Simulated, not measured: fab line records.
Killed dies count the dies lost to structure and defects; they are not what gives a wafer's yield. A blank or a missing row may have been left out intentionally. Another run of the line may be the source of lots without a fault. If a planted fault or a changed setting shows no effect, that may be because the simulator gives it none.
Matching of chambers + flow n5 finfet + N5_SPACER0_ALD_08 on ald sin-01: 4 sister chambers
The step deposits SiNx, target thk 2 nm. 4 wafers are shown with their chamber, then 8 later ones without.

## WAFERS, EACH WITH ITS CHAMBER
| wafer  | chamber | heater power w (W) |
|--------|---------|--------------------|
| L226.5 | 2       | 826                |
| L229.3 | 1       | 834                |
| L229.4 | 0       | 659                |
| L241.3 | 3       | 786                |

## WAFERS WITH NO CHAMBER GIVEN
| wafer  | heater power w (W) |
|--------|--------------------|
| L241.5 | 766                |
| L241.6 | 664                |
| L243.1 | 844                |
| L243.2 | 671                |
| L243.4 | 778                |
| L244.1 | 777                |
| L244.5 | 853                |
| L244.6 | 794                |

## THE CHAMBER EACH PASSED THROUGH
| wafer  | from the rows above     | in truth |
|--------|-------------------------|----------|
| L241.5 | 3                       | 3        |
| L241.6 | 0                       | 0        |
| L243.1 | can't be placed: 1 or 2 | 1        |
| L243.2 | 0                       | 0        |
| L243.4 | 3                       | 3        |
| L244.1 | 3                       | 3        |
| L244.5 | can't be placed: 1 or 2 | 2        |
| L244.6 | can't be placed: 3 or 2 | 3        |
Correct placement for 5 of the 8. Not placeable from these rows: 3 (in 3, the candidates include the true chamber). Placed wrongly: 0.
How it was worked out, from the rows above alone: a wafer's distance from a chamber is the root of the sum, over the readings, of the square of ((its reading less the chamber's mean) divided by the reading's scatter). The wafer belongs to the nearest chamber; if the next one is less than 2 further off, it can't be placed. For every chamber, the mean is computed from those of its wafers that are shown. The scatter: with one shown wafer a chamber, the root of the mean of the squares of how far each hidden wafer lies from its nearest shown one.
